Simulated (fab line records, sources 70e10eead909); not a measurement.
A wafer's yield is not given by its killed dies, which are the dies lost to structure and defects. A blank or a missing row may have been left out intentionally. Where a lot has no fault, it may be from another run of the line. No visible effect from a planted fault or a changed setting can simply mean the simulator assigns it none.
Matching of chambers -- flow nand-harc -- NHARC_A_CHANNEL_FILL_D1_CMP_10 on cmp-03: 4 sister chambers
The step polishes, target thk 150 nm. 14 wafers are shown with their chamber, then 7 later ones without.

## EACH WAFER AND ITS CHAMBER
wafer,chamber,motor-current-A (A),time-to-endpoint-s (s),slurry-flow-ml-min
L336.1,1,11.3,12.8,149.9
L336.2,0,12.2,14.1,150.0
L336.5,1,11.4,11.8,150.1
L337.1,1,11.8,18.2,149.9
L337.2,0,12.2,19.7,149.1
L337.3,2,11.9,17.2,150.1
L339.2,1,11.3,14.8,150.1
L339.5,3,11.7,14.7,150.0
L339.6,0,12.2,17.5,150.8
L348.1,3,11.1,13.0,149.8
L348.3,1,11.5,13.2,150.0
L348.4,2,11.4,12.9,149.7
L349.1,0,12.2,15.9,149.6
L349.3,2,11.3,16.2,150.5

SIGNATURES, as means of the wafers listed above
reading,chamber 0,chamber 1,chamber 2,chamber 3,scatter within a chamber
motor-current-A,12.200,11.460,11.533,11.400,0.236
time-to-endpoint-s,16.800,14.160,15.433,13.850,2.32
slurry-flow-ml-min,149.875,150.000,150.100,149.900,0.439
Rule: a wafer lies at a distance from a chamber equal to the root of the sum of squares, over the readings, of (its reading less the chamber's mean, divided by the reading's scatter). If the next closest chamber is less than 2 further off than the closest, the wafer can't be placed; otherwise it belongs to the closest. The scatter: the root of (the sum of the squares of (reading less its chamber's mean) over the shown wafers, divided by (wafers less chambers)).

## WAFERS WITHOUT THEIR CHAMBER
wafer,motor-current-A (A),time-to-endpoint-s (s),slurry-flow-ml-min
L349.4,11.2,15.1,150.3
L357.2,10.9,12.1,149.9
L357.3,11.9,17.9,149.9
L357.4,11.5,15.5,149.4
L358.1,11.9,16.0,149.8
L358.3,11.3,16.3,150.3
L358.6,11.6,15.6,149.9

## THE CHAMBER EACH PASSED THROUGH
wafer,from the rows above,in truth
L349.4,can't be placed: 3 or 1 or 2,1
L357.2,can't be placed: 3 or 1 or 2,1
L357.3,can't be placed: 0 or 2 or 1 or 3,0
L357.4,can't be placed: 3 or 1 or 2 or 0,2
L358.1,can't be placed: 0 or 2 or 1 or 3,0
L358.3,can't be placed: 2 or 1 or 3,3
L358.6,can't be placed: 2 or 1 or 3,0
Correctly placed: 0 of 7. These rows do not allow placing 7 (true chamber among the candidates in 6). 0 placed wrongly.
